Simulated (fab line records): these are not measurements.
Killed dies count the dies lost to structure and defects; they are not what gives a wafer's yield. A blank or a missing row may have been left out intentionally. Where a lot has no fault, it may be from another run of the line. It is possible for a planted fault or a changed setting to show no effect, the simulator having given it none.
Matching of chambers	flow n5 finfet	4 sister chambers for N5_FIN_CUT_DESCUM_13 on rie diel-04
The step chemistry O2, time 7 s. 18 wafers are shown with their chamber, then 9 later ones without.

EACH WAFER AND ITS CHAMBER
wafer	chamber	drypump motor current A (A)	showerhead plenum p Torr (Torr)	oes product au (a.u.)
L074.1	0	5.6	2.09	0.95
L074.5	1	5.0	2.07	0.71
L074.6	0	5.7	2.09	0.96
L075.3	2	5.7	2.03	0.75
L075.4	1	5.0	2.07	0.71
L075.6	2	5.7	2.03	0.75
L080.3	2	5.7	2.02	0.74
L080.5	1	5.0	2.07	0.70
L080.6	2	5.7	2.02	0.75
L084.2	2	5.7	2.02	0.74
L084.4	1	5.0	2.06	0.70
L084.5	0	5.6	2.08	0.90
L085.1	0	5.6	2.08	0.90
L085.3	1	5.0	2.06	0.70
L085.6	3	5.4	2.20	0.74
L088.3	0	5.7	2.08	0.88
L088.4	1	5.0	2.06	0.70
L088.5	3	5.4	2.19	0.74

SIGNATURES (averages over the wafers above)
reading	chamber 0	chamber 1	chamber 2	chamber 3	scatter within a chamber
drypump motor current A	5.640	5.000	5.700	5.400	0.0293
showerhead plenum p Torr	2.0840	2.0650	2.0240	2.1950	0.00561
oes product au	0.9180	0.7033	0.7460	0.7400	0.0191
Rule: for a wafer and a chamber, the distance is found by dividing, reading by reading, the gap between the wafer's reading and the chamber's mean by the reading's scatter, squaring, summing and taking the root. The wafer belongs to the nearest chamber; if the next one is less than 2 further off, it can't be placed. The scatter: the root of (the sum of the squares of (reading less its chamber's mean) over the shown wafers, divided by (wafers less chambers)).

WAFERS MISSING THEIR CHAMBER
wafer	drypump motor current A (A)	showerhead plenum p Torr (Torr)	oes product au (a.u.)
L090.2	5.0	2.06	0.69
L090.5	5.6	2.08	0.87
L090.6	5.0	2.06	0.69
L094.3	5.6	2.07	0.87
L094.4	5.7	2.02	0.73
L094.5	5.6	2.07	0.86
L096.2	5.7	2.01	0.73
L096.3	5.0	2.06	0.69
L096.4	5.6	2.07	0.87

CHAMBER TAKEN BY EACH
wafer	from the rows above	in truth
L090.2	1	1
L090.5	0	0
L090.6	1	1
L094.3	0	0
L094.4	2	2
L094.5	0	0
L096.2	2	2
L096.3	1	1
L096.4	0	0
Correct placement for 9 of the 9. Can't be placed from these rows: 0. Placed wrongly: 0.
